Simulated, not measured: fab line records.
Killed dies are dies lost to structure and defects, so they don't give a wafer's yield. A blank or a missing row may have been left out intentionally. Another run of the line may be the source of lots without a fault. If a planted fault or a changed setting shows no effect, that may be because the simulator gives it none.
fab line records	flow nandHarc
record lots=24	wafers=72	lastDay=24
route steps=1159 shown A_BLC@988 A_M0@1005 A_M1@1039
lots with no fault: from the same line, run without faults
startH: hours from the record's first day to the start of the lot's first wafer shown	waitH: hours elapsed since this lot's preceding step	" identical to the entry in the row above	L1.1+2: one row covering several wafers at once	- no value, or no start given	* or withheld: withheld	< > ~ a bound
route shown NAME@n: a module of which the file shows steps, and the number in the route of the first	usual: the fault-free wafers' mean and standard deviation	same: alike in all rows	chamber/n: place in a boat	sites: per-site readings	_std_site: standard deviation across them	_edge_site: inner sites' mean taken away from outer sites' mean	radiusMm: how far each site lies from the wafer's centre	mask NAME#n: copy n	behind: the most recent tool/chamber to have shaped the wafer	hold: cause of the lot's hold/its duration in hours/its outcome	device: transistor that didn't switch, given as n, p or np	end of line: the tests these same wafers got at the end of their route	a step given without rows: its recipe and nothing more	killed: not the wafer's yield, but the dies lost to structure and defects at the first sort	map: the dies of a wafer, with x for killed, . for not killed, _ for no die there
set.NAME: the setting as run; set.NAME@STEP: as run at that earlier step	model.NAME: the simulator's own value behind a step, which no gauge read
a sample of lots followed through the steps of the route, with each step as a table and each wafer as a row
services: when a tool's chamber went out of use (startH, in hours from the record's first day, below 0 if earlier), for how many hours, and the reason
## steps
# step NHARC_A_BLC_ALD_23
# recipe targetThkA=30	pulseTimeS=1	aldCycles=150	tempC=450	material=TiN
# usual heaterPowerW=1119/130	precursorPulseHeightRel=0.999/0.021
lot.wafer	tool	chamber	startH	waitH	heaterPowerW	precursorPulseHeightRel
L075.4	aldMetal-04	0	396.80	-	1430	1.008
L075.3	"	1	"	"	964	0.955
L075.5	"	0	"	"	1433	1.016
L074.2	aldMetal-01	1	397.73	-	1083	1.011
L074.5	"	0	"	"	1119	1.013
L074.6	"	1	"	"	1116	0.997
L076.2	aldMetal-03	2	402.39	-	1068	1.013
L076.1	"	0	"	"	1104	0.984
L076.5	"	0	"	"	1090	0.986
L077.1	aldMetal-01	0	403.06	-	1116	0.977
L077.4	"	1	"	"	1095	1.005
L077.3	"	3	"	"	982	0.949
L078.1	aldMetal-01	0	428.61	-	1104	0.967
L078.3	"	1	"	"	1136	0.997
L078.2	"	2	"	"	1320	1.008
L079.2	aldMetal-03	3	429.44	-	1074	1.005
L079.6	"	2	"	"	1058	1.016
L079.5	"	3	"	"	1068	0.956
L080.3	aldMetal-04	2	430.37	-	1010	0.989
L080.4	"	0	"	"	1385	0.990
L080.5	"	1	"	"	969	1.017
L082.2	aldMetal-04	2	439.18	-	1030	0.971
L082.3	"	0	"	"	1431	0.957
L082.4	"	0	"	"	1455	1.019
L083.2	aldMetal-04	2	441.47	-	1017	0.979
L083.1	"	1	"	"	980	1.026
L083.6	"	1	"	"	988	0.997
L081.1	aldMetal-01	0	445.88	-	1119	0.986
L081.4	"	2	"	"	1314	1.013
L081.5	"	0	"	"	1092	0.972
L086.2	aldMetal-03	0	456.55	-	1090	0.989
L086.5	"	2	"	"	1059	0.997
L086.6	"	3	"	"	1046	1.015
L084.4	aldMetal-03	0	460.97	-	1119	1.005
L084.2	"	3	"	"	1047	0.994
L084.5	"	0	"	"	1084	0.995
L085.1	aldMetal-01	2	469.22	-	1243	0.966
L085.4	"	3	"	"	1013	1.047
L085.6	"	1	"	"	1070	1.005
L087.2	aldMetal-04	2	470.96	-	959	0.988
L087.4	"	3	"	"	1201	0.976
L087.1	"	1	"	"	990	1.000
L089.3	aldMetal-01	2	476.06	-	1236	0.957
L089.4	"	3	"	"	1033	0.960
L089.6	"	2	"	"	1234	0.983
L088.1	aldMetal-04	1	477.60	0.2	993	1.011
L088.4	"	2	"	"	1034	0.999
L088.6	"	0	"	"	1381	1.039
L090.2	aldMetal-04	0	502.53	-	1403	1.042
L090.4	"	1	"	"	959	0.991
L090.5	"	3	"	"	1132	0.982
L093.1	aldMetal-01	1	503.24	-	1069	1.005
L093.2	"	3	"	"	1053	0.959
L093.6	"	0	"	"	1056	1.005
L091.2	aldMetal-01	0	507.72	-	1051	1.016
L091.3	"	1	"	"	1069	0.956
L091.5	"	3	"	"	1054	1.011
L094.1	aldMetal-03	1	519.67	-	1130	1.006
L094.4	"	2	"	"	1052	1.019
L094.5	"	1	"	"	1167	0.993
L092.1	aldMetal-04	3	520.13	-	1192	0.973
L092.3	"	1	"	"	1001	1.009
L092.6	"	3	"	"	1209	1.038
L095.3	aldMetal-01	0	522.30	-	1076	0.982
L095.2	"	1	"	"	1073	0.980
L095.6	"	0	"	"	1088	1.022
L096.4	aldMetal-04	0	527.28	-	1373	0.974
L096.3	"	1	"	"	995	0.993
L096.2	"	2	"	"	1017	1.025
L097.1	aldMetal-04	1	539.57	-	990	1.022
L097.2	"	3	"	"	1228	0.998
L097.4	"	0	"	"	1433	0.978
# step NHARC_A_M0_OVL_MEAS_10
# recipe pitchNm=160
# usual overlayXNm=0.0/0.63	overlayYNm=-0.1/0.71
lot.wafer	tool	chamber	startH	waitH	overlayXNm	overlayYNm
L075.3	overlay-02	-	401.96	-	-0.5	0.3
L075.4	"	-	"	"	-0.1	-0.3
L075.5	"	-	"	"	-0.3	0.1
L074.2	overlay-02	-	402.81	-	0.8	-0.1
L074.5	"	-	"	"	0.5	-0.2
L074.6	"	-	"	"	0.9	-0.3
L076.1	overlay-01	-	405.72	-	-0.3	-0.3
L076.2	"	-	"	"	0.3	-0.3
L076.5	"	-	"	"	-0.1	-0.6
L077.1	overlay-02	-	405.80	-	-0.8	-0.6
L077.3	"	-	"	"	-0.1	-0.2
L077.4	"	-	"	"	0.1	0.1
L078.1	overlay-01	-	431.78	-	0.0	1.1
L078.2	"	-	"	"	0.2	1.2
L078.3	"	-	"	"	0.0	1.3
L079.2	overlay-02	-	432.22	-	0.2	-0.1
L079.5	"	-	"	"	0.1	-0.1
L079.6	"	-	"	"	0.0	0.2
L080.3	overlay-02	-	432.90	-	0.0	0.2
L080.4	"	-	"	"	-0.7	-0.3
L080.5	"	-	"	"	-0.4	0.0
L082.2	overlay-02	-	443.54	-	0.2	0.0
L082.3	"	-	"	"	0.7	-0.1
L082.4	"	-	"	"	1.4	0.3
L083.1	overlay-02	-	449.01	-	0.9	-1.5
L083.2	"	-	"	"	0.8	-1.2
L083.6	"	-	"	"	0.9	-1.5
L081.1	overlay-01	-	449.30	-	0.2	0.6
L081.4	"	-	"	"	-0.7	1.2
L081.5	"	-	"	"	-0.4	0.5
L086.2	overlay-02	-	458.63	-	-0.1	0.0
L086.5	"	-	"	"	-0.1	-0.6
L086.6	"	-	"	"	0.1	-0.4
L084.2	overlay-02	-	466.98	-	2.4	-0.5
L084.4	"	-	"	"	1.5	-0.1
L084.5	"	-	"	"	1.3	-0.5
L085.1	overlay-01	-	473.06	-	-0.9	-0.4
L085.4	"	-	"	"	-0.9	-0.2
L085.6	"	-	"	"	-0.3	0.8
L087.1	overlay-01	-	474.56	-	-0.5	0.3
L087.2	"	-	"	"	-0.1	0.5
L087.4	"	-	"	"	0.1	0.1
L089.3	overlay-02	-	483.43	-	-0.7	1.2
L089.4	"	-	"	"	-0.3	1.1
L089.6	"	-	"	"	-0.5	0.8
L088.1	overlay-01	-	490.65	-	-1.2	0.9
L088.4	"	-	"	"	-0.9	1.0
L088.6	"	-	"	"	-0.9	0.7
L090.2	overlay-01	-	506.51	-	0.3	-0.2
L090.4	"	-	"	"	0.8	-0.1
L090.5	"	-	"	"	0.1	0.0
L093.1	overlay-02	-	506.67	-	-0.2	-1.5
L093.2	"	-	"	"	-0.2	-0.5
L093.6	"	-	"	"	-0.3	-0.9
L091.2	overlay-02	-	510.77	-	-0.4	-0.2
L091.3	"	-	"	"	-0.4	-0.5
L091.5	"	-	"	"	-0.6	-0.5
L094.1	overlay-01	-	521.82	-	0.1	-0.8
L094.4	"	-	"	"	0.1	-0.6
L094.5	"	-	"	"	0.0	-0.3
L092.1	overlay-01	-	522.26	-	0.3	-0.2
L092.3	"	-	"	"	0.5	-0.8
L092.6	"	-	"	"	0.3	-0.9
L095.2	overlay-02	-	525.05	-	0.0	0.3
L095.3	"	-	"	"	0.3	0.6
L095.6	"	-	"	"	0.1	0.5
L096.2	overlay-01	-	537.32	-	-0.3	-1.3
L096.3	"	-	"	"	-0.8	-1.2
L096.4	"	-	"	"	-0.1	-0.8
L097.1	overlay-02	-	541.70	-	0.5	-0.7
L097.2	"	-	"	"	0.7	-1.0
L097.4	"	-	"	"	0.8	-0.4
# step NHARC_A_M0_PVD_20
# recipe targetThkA=50	biasV=168.6	powerW=15000	chamberPressurePa=0.12	timeS=8.06	substrateTempC=50	material=TaN
# usual throttleValvePct=29.6/0.52
# same timeS=8.06
lot.wafer	tool	chamber	startH	waitH	throttleValvePct
L075.3	pvdSputter-01	-	-	-	30.0
L075.4	"	-	"	"	29.6
L075.5	"	-	"	"	30.0
L074.2	pvdSputter-01	-	-	-	29.9
L074.6	"	-	"	"	29.4
L074.5	"	-	"	"	29.7
L076.1	pvdSputter-01	-	-	-	29.6
L076.2	"	-	"	"	30.1
L076.5	"	-	"	"	29.5
L077.4	pvdSputter-02	-	-	-	28.8
L077.3	"	-	"	"	29.3
L077.1	"	-	"	"	29.9
L078.2	pvdSputter-02	-	-	-	29.9
L078.1	"	-	"	"	28.8
L078.3	"	-	"	"	28.8
L079.2	pvdSputter-01	-	-	-	29.7
L079.6	"	-	"	"	29.9
L079.5	"	-	"	"	29.9
L080.4	pvdSputter-03	-	-	-	30.1
L080.3	"	-	"	"	29.0
L080.5	"	-	"	"	28.4
L082.4	pvdSputter-03	-	-	-	30.2
L082.2	"	-	"	"	28.7
L082.3	"	-	"	"	29.2
L083.1	pvdSputter-02	-	-	-	29.2
L083.2	"	-	"	"	29.1
L083.6	"	-	"	"	29.0
L081.4	pvdSputter-01	-	-	-	29.8
L081.1	"	-	"	"	29.4
L081.5	"	-	"	"	30.4
L086.2	pvdSputter-02	-	-	-	29.0
L086.5	"	-	"	"	30.1
L086.6	"	-	"	"	29.0
L084.4	pvdSputter-01	-	-	-	29.7
L084.2	"	-	"	"	29.8
L084.5	"	-	"	"	29.7
L085.4	pvdSputter-01	-	-	-	29.8
L085.1	"	-	"	"	29.3
L085.6	"	-	"	"	30.1
L087.2	pvdSputter-01	-	-	-	29.3
L087.4	"	-	"	"	29.7
L087.1	"	-	"	"	29.8
L089.3	pvdSputter-01	-	-	-	29.9
L089.4	"	-	"	"	29.8
L089.6	"	-	"	"	29.8
L088.1	pvdSputter-01	-	-	-	29.8
L088.4	"	-	"	"	29.6
L088.6	"	-	"	"	30.2
L090.2	pvdSputter-02	-	-	-	29.0
L090.4	"	-	"	"	29.4
L090.5	"	-	"	"	28.8
L093.2	pvdSputter-01	-	-	-	29.9
L093.1	"	-	"	"	30.1
L093.6	"	-	"	"	29.7
L091.2	pvdSputter-01	-	-	-	29.7
L091.3	"	-	"	"	29.5
L091.5	"	-	"	"	30.0
L094.4	pvdSputter-03	-	-	-	29.4
L094.1	"	-	"	"	29.4
L094.5	"	-	"	"	29.0
L092.3	pvdSputter-03	-	-	-	29.3
L092.1	"	-	"	"	29.5
L092.6	"	-	"	"	29.2
L095.3	pvdSputter-01	-	-	-	29.8
L095.2	"	-	"	"	29.5
L095.6	"	-	"	"	29.7
L096.4	pvdSputter-03	-	-	-	31.3
L096.2	"	-	"	"	29.1
L096.3	"	-	"	"	29.5
L097.1	pvdSputter-02	-	-	-	29.0
L097.4	"	-	"	"	28.9
L097.2	"	-	"	"	29.2
# step NHARC_A_M0_ANNEAL_30
# recipe tempC=225	timeS=90
# usual wafer_temp_C_max=225.81/0.25
# same timeS=90
lot.wafer	tool	chamber	startH	waitH	wafer_temp_C_max
L075.3	rtpAnneal-02	0	403.83	0.3	225.84
L075.4	"	0	"	"	226.11
L075.5	"	0	"	"	225.80
L074.2	rtpAnneal-02	0	404.65	0.4	226.08
L074.5	"	0	"	"	225.90
L074.6	"	0	"	"	225.58
L076.1	rtpAnneal-01	0	407.46	-	226.35
L076.2	"	0	"	"	225.86
L076.5	"	0	"	"	226.24
L077.1	rtpAnneal-02	0	407.62	-	225.57
L077.3	"	0	"	"	225.56
L077.4	"	0	"	"	225.87
L078.1	rtpAnneal-02	0	433.61	0.3	225.74
L078.2	"	0	"	"	225.91
L078.3	"	0	"	"	225.92
L079.2	rtpAnneal-01	0	434.10	-	225.94
L079.5	"	0	"	"	226.03
L079.6	"	0	"	"	225.65
L080.3	rtpAnneal-02	0	434.79	-	225.45
L080.4	"	0	"	"	225.60
L080.5	"	0	"	"	225.13
L082.2	rtpAnneal-01	0	445.43	0.4	226.10
L082.3	"	0	"	"	225.53
L082.4	"	0	"	"	226.00
L083.1	rtpAnneal-02	0	450.76	0.3	225.77
L083.2	"	0	"	"	225.81
L083.6	"	0	"	"	226.11
L081.1	rtpAnneal-02	0	451.18	-	225.37
L081.4	"	0	"	"	225.58
L081.5	"	0	"	"	225.43
L086.2	rtpAnneal-02	0	460.66	0.4	225.73
L086.5	"	0	"	"	225.42
L086.6	"	0	"	"	225.80
L084.2	rtpAnneal-02	0	468.81	-	225.12
L084.4	"	0	"	"	225.50
L084.5	"	0	"	"	225.56
L085.1	rtpAnneal-01	0	474.87	0.3	226.30
L085.4	"	0	"	"	225.72
L085.6	"	0	"	"	225.83
L087.1	rtpAnneal-01	0	476.33	0.3	225.91
L087.2	"	0	"	"	226.19
L087.4	"	0	"	"	225.76
L089.3	rtpAnneal-01	0	485.30	0.3	226.22
L089.4	"	0	"	"	226.07
L089.6	"	0	"	"	225.81
L088.1	rtpAnneal-01	0	492.48	0.4	226.17
L088.4	"	0	"	"	226.29
L088.6	"	0	"	"	225.90
L090.2	rtpAnneal-01	0	508.33	-	225.32
L090.4	"	0	"	"	225.97
L090.5	"	0	"	"	225.74
L093.1	rtpAnneal-02	0	508.46	-	225.49
L093.2	"	0	"	"	225.63
L093.6	"	0	"	"	225.71
L091.2	rtpAnneal-01	0	512.58	0.4	226.23
L091.3	"	0	"	"	225.74
L091.5	"	0	"	"	225.92
L094.1	rtpAnneal-01	0	523.59	-	226.34
L094.4	"	0	"	"	226.02
L094.5	"	0	"	"	226.09
L092.1	rtpAnneal-01	0	524.26	0.5	225.82
L092.3	"	0	"	"	225.93
L092.6	"	0	"	"	226.09
L095.2	rtpAnneal-02	0	526.93	0.4	226.04
L095.3	"	0	"	"	225.70
L095.6	"	0	"	"	225.58
L096.2	rtpAnneal-02	0	539.47	0.4	225.39
L096.3	"	0	"	"	225.35
L096.4	"	0	"	"	225.73
L097.1	rtpAnneal-02	0	543.48	-	225.95
L097.2	"	0	"	"	225.61
L097.4	"	0	"	"	225.74
# step NHARC_A_M1_DESCUM_14
# recipe timeS=3	o2FlowSccm=200	arFlowSccm=0	biasPowerW=0	chemistry=O2
# usual drypumpMotorCurrentA=5.43/0.27	oesProductAu=0.997/0.0081	rfVppV=57.6/0.84	showerheadPlenumPTorr=1.87/0.076	throttleValvePct=11.310/0.0097
# same timeS=3
lot.wafer	tool	chamber	startH	waitH	drypumpMotorCurrentA	oesProductAu	rfHoursCounterH	rfVppV	showerheadPlenumPTorr	throttleValvePct
L075.3	rieDiel-03	3	406.86	0.1	5.48	0.984	0	56.7	1.98	11.299
L075.4	"	1	"	"	5.74	0.992	0	57.8	1.78	11.326
L075.5	"	2	"	"	5.36	1.011	-	56.0	1.78	11.315
L074.2	rieDiel-03	3	407.16	0.1	5.50	0.984	0	59.1	1.98	11.295
L074.6	"	2	"	"	5.34	1.005	-	56.7	1.78	11.308
L074.5	"	3	"	"	5.48	0.982	-	58.1	1.98	11.320
L076.1	rieDiel-03	0	409.87	0.1	5.01	1.007	0	57.7	1.88	11.297
L076.2	"	1	"	"	5.72	1.007	0	58.2	1.78	11.322
L076.5	"	0	"	"	5.00	1.002	-	58.0	1.88	11.300
L077.1	rieDiel-13	0	410.17	0.1	5.63	0.996	3	58.6	1.86	11.298
L077.3	"	2	"	"	5.19	0.980	3	57.4	1.81	11.326
L077.4	"	3	"	"	5.71	0.985	3	58.5	1.97	11.316
L078.1	rieDiel-01	1	435.99	0.1	5.36	0.993	9	57.6	1.86	11.298
L078.3	"	3	"	"	5.98	0.997	7	58.3	1.94	11.301
L078.2	"	0	"	"	5.61	0.987	8	57.8	1.95	11.322
L079.2	rieDiel-13	3	436.89	0.1	5.72	0.979	4	59.4	1.97	11.309
L079.5	"	3	"	"	5.71	0.998	-	58.5	1.97	11.316
L079.6	"	2	"	"	5.18	1.000	-	56.4	1.81	11.302
L080.3	rieDiel-03	1	437.01	0.1	5.70	1.005	2	57.7	1.78	11.310
L080.4	"	0	"	"	5.00	0.994	2	58.6	1.88	11.314
L080.5	"	1	"	"	5.72	0.998	-	58.8	1.78	11.316
L082.4	rieDiel-03	1	447.65	0.1	5.69	1.005	2	57.5	1.78	11.319
L082.2	"	2	"	"	5.36	1.015	2	56.9	1.78	11.318
L082.3	"	3	"	"	5.48	0.996	2	57.3	1.98	11.293
L083.1	rieDiel-03	2	453.06	0.1	5.37	1.013	3	57.7	1.78	11.305
L083.2	"	0	"	"	5.02	1.014	2	56.1	1.87	11.312
L083.6	"	1	"	"	5.73	1.008	-	57.3	1.78	11.314
L081.1	rieDiel-03	2	453.47	0.1	5.35	1.014	3	58.5	1.78	11.320
L081.4	"	3	"	"	5.49	0.989	2	57.8	1.98	11.316
L081.5	"	1	"	"	5.72	1.013	-	57.6	1.78	11.319
L086.2	rieDiel-03	2	462.89	0.1	5.33	1.003	3	58.9	1.78	11.307
L086.6	"	2	"	"	5.36	1.007	-	58.7	1.78	11.311
L086.5	"	3	"	"	5.47	0.989	-	58.2	1.98	11.307
L084.2	rieDiel-01	1	471.17	0.1	5.37	0.996	11	58.6	1.85	11.314
L084.4	"	2	"	"	4.92	0.986	11	58.4	1.94	11.294
L084.5	"	0	"	"	5.60	0.981	-	56.6	1.95	11.306
L085.4	rieDiel-03	1	477.15	0.1	5.72	1.003	5	57.6	1.78	11.311
L085.1	"	3	"	"	5.45	0.996	4	56.9	1.98	11.305
L085.6	"	2	"	"	5.33	0.990	-	57.0	1.78	11.322
L087.4	rieDiel-01	1	478.62	0.1	5.35	0.995	12	56.9	1.85	11.286
L087.2	"	2	"	"	4.91	0.991	11	58.1	1.94	11.326
L087.1	"	3	"	"	5.96	0.988	10	57.1	1.94	11.301
L089.3	rieDiel-01	1	488.02	0.1	5.34	1.003	12	58.9	1.85	11.320
L089.4	"	0	"	"	5.58	0.983	12	58.0	1.95	11.312
L089.6	"	2	"	"	4.91	1.001	-	58.7	1.94	11.312
L088.1	rieDiel-13	1	494.75	0.1	5.41	0.996	1	56.9	1.93	11.314
L088.4	"	2	"	"	5.20	0.990	0	58.3	1.81	11.317
L088.6	"	0	"	"	5.64	0.995	-	57.6	1.86	11.306
L090.2	rieDiel-03	0	510.86	0.1	5.01	0.991	7	57.7	1.87	11.307
L090.4	"	1	"	"	5.71	1.003	7	56.9	1.78	11.313
L090.5	"	3	"	"	5.46	0.989	-	58.4	1.98	11.307
L093.2	rieDiel-01	1	511.09	0.1	5.36	0.991	0	57.3	1.85	11.313
L093.1	"	0	"	"	5.57	0.987	0	58.1	1.94	11.308
L093.6	"	3	"	"	5.97	0.993	-	58.2	1.94	11.290
L091.3	rieDiel-03	1	515.00	0.1	5.74	1.003	7	57.2	1.78	11.304
L091.2	"	2	"	"	5.36	1.007	7	57.5	1.78	11.310
L091.5	"	1	"	"	5.72	0.998	-	56.9	1.78	11.326
L094.4	rieDiel-13	1	525.99	0.1	5.43	0.995	1	58.2	1.93	11.317
L094.1	"	3	"	"	5.72	1.003	1	58.3	1.97	11.324
L094.5	"	1	"	"	5.41	1.010	-	57.6	1.93	11.314
L092.1	rieDiel-01	0	527.33	0.1	5.59	0.994	2	57.9	1.94	11.328
L092.3	"	2	"	"	4.90	0.993	0	59.2	1.94	11.307
L092.6	"	3	"	"	5.96	0.996	-	58.2	1.94	11.306
L095.2	rieDiel-03	3	529.27	0.1	5.44	0.989	8	57.7	1.98	11.308
L095.3	"	2	"	"	5.36	1.002	8	57.4	1.78	11.308
L095.6	"	3	"	"	5.40	0.985	-	58.3	1.98	11.301
L096.3	rieDiel-03	3	542.09	0.1	5.54	0.991	9	59.0	1.98	11.318
L096.4	"	0	"	"	5.00	0.994	9	58.1	1.87	11.307
L096.2	"	1	"	"	5.69	0.998	9	56.7	1.78	11.320
L097.4	rieDiel-13	1	545.90	0.1	5.40	1.010	2	57.5	1.93	11.308
L097.2	"	2	"	"	5.17	1.005	2	56.3	1.81	11.303
L097.1	"	3	"	"	5.72	1.005	2	57.0	1.97	11.318
# step NHARC_A_M1_ETCH_15
# recipe targetDepthA=1825	timeS=91.2	c4f8FlowSccm=withheld	arFlowSccm=400	rfW=600	biasW=300	chemistry=C4F8/Ar
# usual oesProductAu=0.955/0.021	rfVppV=439.8/2.4
# same timeS=91.2
lot.wafer	tool	chamber	startH	waitH	oesProductAu	rfHoursCounterH	rfVppV
L075.3	rieDiel-03	3	-	-	0.959	0	441.6
L075.4	"	1	"	"	0.986	0	437.0
L075.5	"	3	"	"	0.958	-	443.8
L074.2	rieDiel-03	2	-	-	0.967	0	435.5
L074.6	"	2	"	"	0.958	-	436.4
L074.5	"	3	"	"	0.953	-	441.7
L076.2	rieDiel-03	0	-	-	0.962	0	439.8
L076.1	"	1	"	"	0.973	0	436.3
L076.5	"	0	"	"	0.953	-	440.1
L077.4	rieDiel-13	1	-	-	0.935	3	442.5
L077.1	"	2	"	"	0.956	3	437.6
L077.3	"	3	"	"	0.960	3	443.7
L078.1	rieDiel-01	0	-	-	0.972	8	439.4
L078.3	"	1	"	"	0.960	9	438.7
L078.2	"	3	"	"	0.972	7	440.7
L079.2	rieDiel-13	2	-	-	0.926	4	438.6
L079.5	"	0	"	"	0.925	-	438.6
L079.6	"	2	"	"	0.919	-	437.8
L080.3	rieDiel-03	2	-	-	0.962	1	436.2
L080.4	"	1	"	"	0.974	2	437.1
L080.5	"	3	"	"	0.969	-	442.6
L082.4	rieDiel-03	1	-	-	0.970	2	435.9
L082.3	"	3	"	"	0.982	2	443.7
L082.2	"	0	"	"	0.990	2	441.2
L083.2	rieDiel-03	3	-	-	0.919	2	444.1
L083.1	"	1	"	"	0.926	3	437.6
L083.6	"	0	"	"	0.929	-	440.3
L081.4	rieDiel-03	2	-	-	0.948	3	435.7
L081.1	"	1	"	"	0.951	3	436.5
L081.5	"	2	"	"	0.953	-	435.8
L086.2	rieDiel-03	3	-	-	0.920	3	442.4
L086.6	"	3	"	"	0.923	-	441.7
L086.5	"	0	"	"	0.914	-	440.1
L084.2	rieDiel-01	2	-	-	0.920	11	439.6
L084.4	"	3	"	"	0.919	9	442.4
L084.5	"	2	"	"	0.915	-	443.2
L085.4	rieDiel-03	3	-	-	0.923	4	443.3
L085.1	"	2	"	"	0.928	4	436.6
L085.6	"	0	"	"	0.920	-	439.3
L087.4	rieDiel-01	2	-	-	0.962	11	442.8
L087.2	"	3	"	"	0.966	10	442.2
L087.1	"	0	"	"	0.972	11	441.1
L089.4	rieDiel-01	3	-	-	0.973	10	440.7
L089.3	"	0	"	"	0.973	12	441.5
L089.6	"	2	"	"	0.953	-	441.0
L088.1	rieDiel-13	0	-	-	0.941	0	439.3
L088.4	"	1	"	"	0.949	1	439.6
L088.6	"	3	"	"	0.943	-	442.2
L090.2	rieDiel-03	3	-	-	0.948	7	442.2
L090.4	"	2	"	"	0.961	7	435.9
L090.5	"	3	"	"	0.959	-	443.9
L093.1	rieDiel-01	0	-	-	0.954	0	441.9
L093.2	"	3	"	"	0.956	0	440.2
L093.6	"	0	"	"	0.944	-	442.6
L091.2	rieDiel-03	3	-	-	0.969	7	442.2
L091.3	"	0	"	"	0.970	8	439.1
L091.5	"	3	"	"	0.975	-	443.3
L094.4	rieDiel-13	1	-	-	0.960	1	440.2
L094.1	"	2	"	"	0.980	2	437.5
L094.5	"	1	"	"	0.968	-	440.4
L092.3	rieDiel-01	1	-	-	0.960	2	440.1
L092.1	"	3	"	"	0.959	2	441.6
L092.6	"	2	"	"	0.960	-	441.6
L095.3	rieDiel-03	3	-	-	0.955	8	441.0
L095.2	"	0	"	"	0.959	9	441.8
L095.6	"	0	"	"	0.946	-	439.1
L096.4	rieDiel-03	0	-	-	0.971	9	440.3
L096.2	"	1	"	"	0.977	9	436.4
L096.3	"	3	"	"	0.948	9	442.9
L097.1	rieDiel-13	0	-	-	0.981	2	437.2
L097.2	"	1	"	"	0.960	2	442.4
L097.4	"	2	"	"	0.973	2	437.4
## services
tool	chamber	startH	hours	kind
pvdSputter-01	-	376.96	10.0	pm
pvdSputter-01	-	390.12	2.8	repair
rieDiel-03	-	392.30	9.0	pm
rieDiel-13	3	396.94	2.5	repair
rieDiel-01	0	401.18	2.2	repair
aldMetal-04	-	406.00	10.0	pm
rieDiel-01	3	420.44	7.2	repair
aldMetal-04	3	421.96	20.8	repair
pvdSputter-01	-	423.62	5.1	repair
rieDiel-13	1	424.98	12.3	repair
rieDiel-03	0	432.15	1.8	repair
rieDiel-03	-	446.19	0.1	repair
rieDiel-13	-	453.00	9.0	pm
rieDiel-03	-	457.98	0.3	repair
rieDiel-01	1	458.10	4.9	repair
rieDiel-01	-	491.80	9.0	pm
rieDiel-13	1	496.12	12.2	repair
rieDiel-13	-	500.52	0.2	repair
rieDiel-13	3	505.57	6.3	repair
rieDiel-01	2	508.15	16.4	repair
aldMetal-04	-	517.02	2.9	repair
rieDiel-13	-	522.48	1.9	repair
aldMetal-04	2	529.26	11.3	repair
rieDiel-01	3	545.02	22.7	repair
## key
fault none
